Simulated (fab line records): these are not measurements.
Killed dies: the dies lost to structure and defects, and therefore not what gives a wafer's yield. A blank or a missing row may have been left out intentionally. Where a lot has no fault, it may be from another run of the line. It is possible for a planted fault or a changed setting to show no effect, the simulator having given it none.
A lot that was struck, set against a sound lot || flow nand harc || 15 steps out of a route of 1159
Sound: the wafers L956.2, L956.4, L956.6. Wafers struck: L950.2, L950.4, L950.5. The cause comes at the end.
At each step with rows: each side's tool, then ch and its chambers, then its first start. Under that, the readings that differ: sound wafers || struck wafers || difference of the means || sigmas: that difference in standard deviations of wafers without a fault.
alike: a reading whose means differ by less than 2 such deviations, as well as words and numbers matching on both sides. not compared: withheld readings; readings where some wafer has no value; bounds like >300 that might hide an equal value; numbers whose values overlap and for which the record gives no deviation.
The two part at a step that has a row with sigmas, a row that says differs or no value, or rows on one side only. Numbers that have no deviation but don't overlap get no sigmas and don't part them. Lack of a reading on every wafer of one side parts them only where that side has two or more wafers.

first, 7 steps without rows for these wafers: NHARC_P_M2_COAT_34 (time 65 s); NHARC_P_M2_COAT_03 (resist thk 90 nm); NHARC_P_M2_SOFTBAKE_04 (time 55 s); NHARC_P_M2_EBR_05; NHARC_P_M2_EXPOSE_06 (exposes mask P M2, target cd 170 nm); NHARC_P_M2_PEB_07 (peb time 65 s); NHARC_P_M2_DEVELOP_08 (develop time 35 s).
NHARC_P_M2_CD_MEAS_09: the cd target is 170 nm.
  sound on cd sem-01 ch 0, day 11 06:20; struck on cd sem-03 ch 0, day 9 23:48
  alike: cd nm
NHARC_P_M2_OVL_MEAS_10: pitch 340 nm.
  sound: overlay-02 at day 11 06:25; struck: overlay-01 at day 9 23:53
  alike: overlay x nm, overlay y nm
NHARC_P_M2_INSPECT_11:
  sound: defect inspect-01 at day 11 06:28; struck: defect inspect-02 at day 9 23:55
  alike: raw defect count
NHARC_P_M2_DESCUM_14: chemistry O2, time 3 s.
  sound on rie diel-09 ch 1,2,3, day 11 06:31; struck on rie diel-05 ch 0,3, day 9 23:59
  alike: drypump motor current A, oes product au, rf vpp V, showerhead plenum p Torr, throttle valve pct
  not compared: rf hours counter h
NHARC_P_M2_ETCH_35: etches the open film in N2/H2, target depth 40 nm, overetch 12 nm, time 43.94 s.
  sound on rie diel-09 ch 1,2,3, day 11 06:36; struck on rie diel-05 ch 2,3, day 10 00:04
  alike: drypump motor current A, oes product au, rf vpp V, run length s, showerhead plenum p Torr, throttle valve pct
  not compared: rf hours counter h
NHARC_P_M2_ETCH_15: etches the open film in C4F8/Ar, target depth 182.5 nm, time 91.2 s.
  sound on rie diel-09 ch 1,2,3, day 11 06:41; struck on rie diel-05 ch 0,1,2, day 10 00:10
{"reading": "oes product au (a.u.)", "sound": "0.933 0.922 0.919", "struck": "0.956 0.984 0.982", "difference": "+0.049", "sigmas": "+2"}
{"reading": "run length s (s)", "sound": "112.6 112.4 112.4", "struck": "105.2 105.8 105.4", "difference": -7.0, "sigmas": -18}
  alike: rf vpp V
  not compared: rf hours counter h
NHARC_P_M2_CD_MEAS_16:
  sound: cd sem-01 at day 11 06:50; struck: cd sem-02 at day 10 00:17
  alike: cd nm
-- record jumps: 13 days between struck wafers' starts before vs after; left off in module P_M2, resumes in module END, first step shown is number 1159 of the route --
NHARC_END_SORT_01:
  the record has rows for the struck wafers here (prober-01 ch 0, day 22 18:46) and none for the sound ones

## WHERE THEY PART
Last at NHARC_END_SORT_01 as far as this record goes, first at NHARC_P_M2_ETCH_15.

WHY: what the simulator had put in
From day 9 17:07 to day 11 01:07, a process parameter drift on rie diel-05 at NHARC_P_M2_ETCH_15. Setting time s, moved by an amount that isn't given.
